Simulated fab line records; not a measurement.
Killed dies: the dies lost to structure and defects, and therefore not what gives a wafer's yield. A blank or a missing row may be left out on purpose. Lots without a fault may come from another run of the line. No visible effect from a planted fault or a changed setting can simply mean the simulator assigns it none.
Chamber matching + flow n5_finfet + 4 sister chambers for N5_BEOL_M11_ETCH_61 on rie_diel-06
The step etches SiARC in CF4, target depth 39 nm, time 65 s. 8 wafers are shown with their chamber, then 10 later ones without.

## WAFERS PAIRED WITH THEIR CHAMBERS
| wafer  | chamber | drypump_motor_current_A (A) | showerhead_plenum_p_Torr (Torr) |
|--------|---------|-----------------------------|---------------------------------|
| L081.6 | 3       | 6.3                         | 2.03                            |
| L086.4 | 0       | 5.5                         | 2.20                            |
| L086.5 | 0       | 5.5                         | 2.20                            |
| L090.3 | 1       | 5.9                         | 2.05                            |
| L091.2 | 3       | 6.4                         | 2.02                            |
| L091.6 | 2       | 5.4                         | 2.05                            |
| L094.1 | 2       | 5.4                         | 2.04                            |
| L094.2 | 1       | 5.9                         | 2.05                            |

## WAFERS WITH NO CHAMBER GIVEN
| wafer  | drypump_motor_current_A (A) | showerhead_plenum_p_Torr (Torr) |
|--------|-----------------------------|---------------------------------|
| L094.4 | 5.9                         | 2.05                            |
| L093.1 | 5.5                         | 2.20                            |
| L093.3 | 5.5                         | 2.04                            |
| L093.5 | 5.9                         | 2.04                            |
| L097.4 | 5.9                         | 2.04                            |
| L097.5 | 5.5                         | 2.04                            |
| L097.6 | 5.5                         | 2.19                            |
| L095.2 | 5.5                         | 2.19                            |
| L095.4 | 5.5                         | 2.19                            |
| L095.6 | 5.9                         | 2.04                            |

## WHICH CHAMBER EACH WENT THROUGH
| wafer  | from the rows above | in truth |
|--------|---------------------|----------|
| L094.4 | 1                   | 1        |
| L093.1 | 0                   | 0        |
| L093.3 | 2                   | 2        |
| L093.5 | 1                   | 1        |
| L097.4 | 1                   | 1        |
| L097.5 | 2                   | 2        |
| L097.6 | 0                   | 0        |
| L095.2 | 0                   | 0        |
| L095.4 | 0                   | 0        |
| L095.6 | 1                   | 1        |
Placed correctly: 10 of 10. Not placeable from these rows: 0. Number placed wrongly: 0.
How it was worked out, from the rows above alone: a wafer's distance from a chamber is the root of the sum, over the readings, of the square of ((its reading less the chamber's mean) divided by the reading's scatter). The wafer belongs to the nearest chamber; if the next one is less than 2 further off, it can't be placed. For every chamber, the mean is computed from those of its wafers that are shown. The scatter: take each reading less its chamber's mean, square it, sum over the shown wafers, divide by the number of wafers less the number of chambers, and take the root.
